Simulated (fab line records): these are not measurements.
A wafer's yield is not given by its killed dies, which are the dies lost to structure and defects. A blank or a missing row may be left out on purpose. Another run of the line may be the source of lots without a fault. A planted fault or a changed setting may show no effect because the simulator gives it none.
Which tool is to blame? || flow nand harc || Sampling: 14 lots, 42 wafers, 5 of 1302 route steps

== WHAT EACH GAUGE READ, for each wafer ==
NHARC_A_ONON_D1_THK_MEAS_14: measures by ellipsometry. Usual: thk nm at 1000 nm, with a standard deviation of 9.3.
{"lot": "L897", "measured": "day 8 04:14", "on": "film metro-01", "thk nm (nm)": "993 994 995", "flag": ""}
{"lot": "L898", "measured": "day 8 04:32", "on": "film metro-02", "thk nm (nm)": "1004 1004 1004", "flag": ""}
{"lot": "L900", "measured": "day 8 23:52", "on": "film metro-01", "thk nm (nm)": "1017 1016 1017", "flag": ""}
{"lot": "L909", "measured": "day 12 15:41", "on": "film metro-02", "thk nm (nm)": "1000 998 999", "flag": ""}
{"lot": "L911", "measured": "day 13 20:40", "on": "film metro-01", "thk nm (nm)": "995 994 995", "flag": ""}
{"lot": "L912", "measured": "day 14 08:03", "on": "film metro-02", "thk nm (nm)": "1006 1007 1007", "flag": ""}
{"lot": "L913", "measured": "day 14 15:49", "on": "film metro-02", "thk nm (nm)": "997 997 997", "flag": ""}
{"lot": "L914", "measured": "day 14 22:18", "on": "film metro-02", "thk nm (nm)": "1008 1009 1007", "flag": ""}
{"lot": "L915", "measured": "day 15 08:05", "on": "film metro-01", "thk nm (nm)": "997 998 998", "flag": ""}
{"lot": "L916", "measured": "day 15 19:04", "on": "film metro-02", "thk nm (nm)": "994 991 994", "flag": ""}
{"lot": "L917", "measured": "day 16 04:30", "on": "film metro-02", "thk nm (nm)": "977 972 974", "flag": ""}
{"lot": "L918", "measured": "day 16 12:05", "on": "film metro-02", "thk nm (nm)": "1010 1010 1011", "flag": ""}
{"lot": "L919", "measured": "day 17 00:37", "on": "film metro-01", "thk nm (nm)": "1011 1013 1011", "flag": ""}
{"lot": "L920", "measured": "day 17 09:44", "on": "film metro-01", "thk nm (nm)": "999 997 999", "flag": ""}

NHARC_A_ONON_D1_THK_MEAS_21: measures by ellipsometry. Usual: thk nm at 1000 nm, with a standard deviation of 8.5.
{"lot": "L897", "measured": "day 8 12:36", "on": "film metro-02", "thk nm (nm)": "998 999 998", "flag": ""}
{"lot": "L898", "measured": "day 8 12:35", "on": "film metro-02", "thk nm (nm)": "1002 1003 1002", "flag": ""}
{"lot": "L900", "measured": "day 9 08:29", "on": "film metro-02", "thk nm (nm)": "1006 1005 1004", "flag": ""}
{"lot": "L909", "measured": "day 13 00:04", "on": "film metro-01", "thk nm (nm)": "1004 1003 1002", "flag": ""}
{"lot": "L911", "measured": "day 14 09:49", "on": "film metro-02", "thk nm (nm)": "1002 1004 1002", "flag": ""}
{"lot": "L912", "measured": "day 14 17:01", "on": "film metro-01", "thk nm (nm)": "1002 1003 1003", "flag": ""}
{"lot": "L913", "measured": "day 15 00:11", "on": "film metro-02", "thk nm (nm)": "1005 1004 1005", "flag": ""}
{"lot": "L914", "measured": "day 15 06:37", "on": "film metro-02", "thk nm (nm)": "1011 1010 1010", "flag": ""}
{"lot": "L915", "measured": "day 15 18:10", "on": "film metro-01", "thk nm (nm)": "1001 1002 1002", "flag": ""}
{"lot": "L916", "measured": "day 16 06:29", "on": "film metro-02", "thk nm (nm)": "991 992 991", "flag": ""}
{"lot": "L917", "measured": "day 16 13:07", "on": "film metro-02", "thk nm (nm)": "979 980 981", "flag": ""}
{"lot": "L918", "measured": "day 16 23:01", "on": "film metro-01", "thk nm (nm)": "1009 1009 1008", "flag": ""}
{"lot": "L919", "measured": "day 17 08:44", "on": "film metro-01", "thk nm (nm)": "1005 1004 1004", "flag": ""}
{"lot": "L920", "measured": "day 17 18:06", "on": "film metro-02", "thk nm (nm)": "999 998 998", "flag": ""}

NHARC_END_SORT_01. Usual: killed at array 46, standard deviation 16; killed at other 0.9, standard deviation 1.3; killed at periphery 4.1, standard deviation 3; killed dies 51, standard deviation 17; killed open 3.5, standard deviation 1.8; killed short 2.5, standard deviation 1.8.
{"lot": "L900", "measured": "day 25 04:01", "on": "prober-01", "killed at array": "670 668 675", "killed at other": "0 2 2", "killed at periphery": "7 7 0", "killed dies": "677 677 677", "killed open": "4 8 4", "killed short": "0 3 1", "flag": "OFF"}
{"lot": "L909", "measured": "day 29 18:41", "on": "prober-01", "killed at array": "668 671 669", "killed at other": "1 2 0", "killed at periphery": "8 4 8", "killed dies": "677 677 677", "killed open": "3 5 1", "killed short": "1 1 0", "flag": "OFF"}
{"lot": "L911", "measured": "day 30 09:39", "on": "prober-02", "killed at array": "61 42 52", "killed at other": "0 0 1", "killed at periphery": "1 7 6", "killed dies": "62 49 59", "killed open": "3 6 2", "killed short": "2 3 2", "flag": ""}
{"lot": "L914", "measured": "day 32 02:07", "on": "prober-01", "killed at array": 37, "killed at other": 0, "killed at periphery": 5, "killed dies": 42, "killed open": 3, "killed short": 2, "flag": ""}

== WHICH TOOL RAN EACH LOT (tool, then ch and the chambers of the sampled wafers, then the start) ==
{"lot": "L897", "NHARC_A_CHANNEL_HOLE_D1_DEP_00": "acl dep-03 ch 0, day 8 15:32", "NHARC_A_CHANNEL_HOLE_D1_DEP_01": "pecvd-04 ch 0,1,2, day 8 16:49"}
{"lot": "L898", "NHARC_A_CHANNEL_HOLE_D1_DEP_00": "acl dep-02 ch 0, day 8 15:29", "NHARC_A_CHANNEL_HOLE_D1_DEP_01": "pecvd-01 ch 0,1, day 8 17:05"}
{"lot": "L900", "NHARC_A_CHANNEL_HOLE_D1_DEP_00": "acl dep-02 ch 0, day 9 16:00", "NHARC_A_CHANNEL_HOLE_D1_DEP_01": "pecvd-03 ch 0,1,2, day 9 21:48"}
{"lot": "L909", "NHARC_A_CHANNEL_HOLE_D1_DEP_00": "acl dep-02 ch 0, day 13 04:23", "NHARC_A_CHANNEL_HOLE_D1_DEP_01": "pecvd-01 ch 1,2, day 13 08:43"}
{"lot": "L911", "NHARC_A_CHANNEL_HOLE_D1_DEP_00": "acl dep-02 ch 0, day 14 14:57", "NHARC_A_CHANNEL_HOLE_D1_DEP_01": "pecvd-04 ch 1,2, day 14 16:54"}
{"lot": "L912", "NHARC_A_CHANNEL_HOLE_D1_DEP_00": "acl dep-03 ch 0, day 14 22:23", "NHARC_A_CHANNEL_HOLE_D1_DEP_01": "pecvd-04 ch 1,2, day 14 23:58"}
{"lot": "L913", "NHARC_A_CHANNEL_HOLE_D1_DEP_00": "acl dep-02 ch 0, day 15 05:52", "NHARC_A_CHANNEL_HOLE_D1_DEP_01": "pecvd-01 ch 0,1, day 15 07:29"}
{"lot": "L914", "NHARC_A_CHANNEL_HOLE_D1_DEP_00": "acl dep-02 ch 0, day 15 09:56", "NHARC_A_CHANNEL_HOLE_D1_DEP_01": "pecvd-01 ch 0,1,2, day 15 11:52"}
{"lot": "L915", "NHARC_A_CHANNEL_HOLE_D1_DEP_00": "acl dep-02 ch 0, day 15 20:47", "NHARC_A_CHANNEL_HOLE_D1_DEP_01": "pecvd-01 ch 0,1,2, day 15 22:24"}
{"lot": "L916", "NHARC_A_CHANNEL_HOLE_D1_DEP_00": "acl dep-01 ch 0, day 16 08:49", "NHARC_A_CHANNEL_HOLE_D1_DEP_01": "pecvd-04 ch 0,1,2, day 16 10:44"}
{"lot": "L917", "NHARC_A_CHANNEL_HOLE_D1_DEP_00": "acl dep-03 ch 0, day 16 20:37", "NHARC_A_CHANNEL_HOLE_D1_DEP_01": "pecvd-03 ch 0,1,2, day 16 22:13"}
{"lot": "L918", "NHARC_A_CHANNEL_HOLE_D1_DEP_00": "acl dep-03 ch 0, day 17 09:17", "NHARC_A_CHANNEL_HOLE_D1_DEP_01": "pecvd-04 ch 0,1, day 17 11:16"}
{"lot": "L919", "NHARC_A_CHANNEL_HOLE_D1_DEP_00": "acl dep-02 ch 0, day 17 11:56", "NHARC_A_CHANNEL_HOLE_D1_DEP_01": "pecvd-04 ch 0,1, day 17 13:51"}
{"lot": "L920", "NHARC_A_CHANNEL_HOLE_D1_DEP_00": "acl dep-02 ch 0, day 17 20:27", "NHARC_A_CHANNEL_HOLE_D1_DEP_01": "pecvd-04 ch 0,2, day 17 22:26"}
- NHARC_A_CHANNEL_HOLE_D1_DEP_00: deposits aC, target thk 3100 nm.
- NHARC_A_CHANNEL_HOLE_D1_DEP_01: deposits SiON, target thk 140 nm.

== WHAT THE TOOLS THEMSELVES READ (means of the sampled wafers that have a number; where no wafer has one, the mark that the record gives instead) ==
NHARC_A_CHANNEL_HOLE_D1_DEP_00. Usual: throttle valve pct at 35.001 %, with a standard deviation of 0.0084.
{"lot": "L897", "tool": "acl dep-03", "throttle valve pct (%)": 34.996, "flag": ""}
{"lot": "L898", "tool": "acl dep-02", "throttle valve pct (%)": 34.999, "flag": ""}
{"lot": "L900", "tool": "acl dep-02", "throttle valve pct (%)": 35.003, "flag": ""}
{"lot": "L909", "tool": "acl dep-02", "throttle valve pct (%)": 35.000, "flag": ""}
{"lot": "L911", "tool": "acl dep-02", "throttle valve pct (%)": 35.000, "flag": ""}
{"lot": "L912", "tool": "acl dep-03", "throttle valve pct (%)": 34.999, "flag": ""}
{"lot": "L913", "tool": "acl dep-02", "throttle valve pct (%)": 34.998, "flag": ""}
{"lot": "L914", "tool": "acl dep-02", "throttle valve pct (%)": 34.995, "flag": ""}
{"lot": "L915", "tool": "acl dep-02", "throttle valve pct (%)": 35.001, "flag": ""}
{"lot": "L916", "tool": "acl dep-01", "throttle valve pct (%)": 35.006, "flag": ""}
{"lot": "L917", "tool": "acl dep-03", "throttle valve pct (%)": 34.997, "flag": ""}
{"lot": "L918", "tool": "acl dep-03", "throttle valve pct (%)": 35.008, "flag": ""}
{"lot": "L919", "tool": "acl dep-02", "throttle valve pct (%)": 35.006, "flag": ""}
{"lot": "L920", "tool": "acl dep-02", "throttle valve pct (%)": 35.004, "flag": ""}

NHARC_A_CHANNEL_HOLE_D1_DEP_01. Usual: heater power w 730 W, standard deviation 82; showerhead vpp V 1139 V, standard deviation 36.
{"lot": "L897", "tool": "pecvd-04", "heater power w (W)": 720, "showerhead vpp V (V)": 1115, "flag": ""}
{"lot": "L898", "tool": "pecvd-01", "heater power w (W)": 764, "showerhead vpp V (V)": 1114, "flag": ""}
{"lot": "L900", "tool": "pecvd-03", "heater power w (W)": 718, "showerhead vpp V (V)": 1175, "flag": ""}
{"lot": "L909", "tool": "pecvd-01", "heater power w (W)": 767, "showerhead vpp V (V)": 1152, "flag": ""}
{"lot": "L911", "tool": "pecvd-04", "heater power w (W)": 769, "showerhead vpp V (V)": 1135, "flag": ""}
{"lot": "L912", "tool": "pecvd-04", "heater power w (W)": 714, "showerhead vpp V (V)": 1147, "flag": ""}
{"lot": "L913", "tool": "pecvd-01", "heater power w (W)": 770, "showerhead vpp V (V)": 1119, "flag": ""}
{"lot": "L914", "tool": "pecvd-01", "heater power w (W)": 814, "showerhead vpp V (V)": 1138, "flag": ""}
{"lot": "L915", "tool": "pecvd-01", "heater power w (W)": 790, "showerhead vpp V (V)": 1139, "flag": ""}
{"lot": "L916", "tool": "pecvd-04", "heater power w (W)": 705, "showerhead vpp V (V)": 1126, "flag": ""}
{"lot": "L917", "tool": "pecvd-03", "heater power w (W)": 718, "showerhead vpp V (V)": 1172, "flag": ""}
{"lot": "L918", "tool": "pecvd-04", "heater power w (W)": 699, "showerhead vpp V (V)": 1101, "flag": ""}
{"lot": "L919", "tool": "pecvd-04", "heater power w (W)": 629, "showerhead vpp V (V)": 1106, "flag": ""}
{"lot": "L920", "tool": "pecvd-04", "heater power w (W)": 734, "showerhead vpp V (V)": 1103, "flag": ""}

== THE ANSWER, worked out from the rows above alone ==
Rule: take the mean of a lot's wafers that have a number; if it is more than 3 standard deviations from the usual mean, the lot is off. Also off: a lot with no number at a reading for which 4 or more lots have one. Any other lot the step has rows for is counted as sound. The gauges are gone through in route order, then the tools' own readings, and for those a lot's mean is taken as printed above. At the first step where some lot is off, the reading lying furthest off is the one used; lots without a number count as furthest.
Off at NHARC_END_SORT_01 (killed at array): L900, L909. Neither off nor sound, because the step has no rows for them: L897, L898, L912, L913, L915, L916, L917, L918, L919, L920.
A tool fits if, at a process step before that reading, it ran every lot that is off, and no sound lot after the first of them. Those tools and the gauges at NHARC_END_SORT_01 are tried in the same way. None of those tried fits.

== WHAT THE SIMULATOR HAD INSERTED ==
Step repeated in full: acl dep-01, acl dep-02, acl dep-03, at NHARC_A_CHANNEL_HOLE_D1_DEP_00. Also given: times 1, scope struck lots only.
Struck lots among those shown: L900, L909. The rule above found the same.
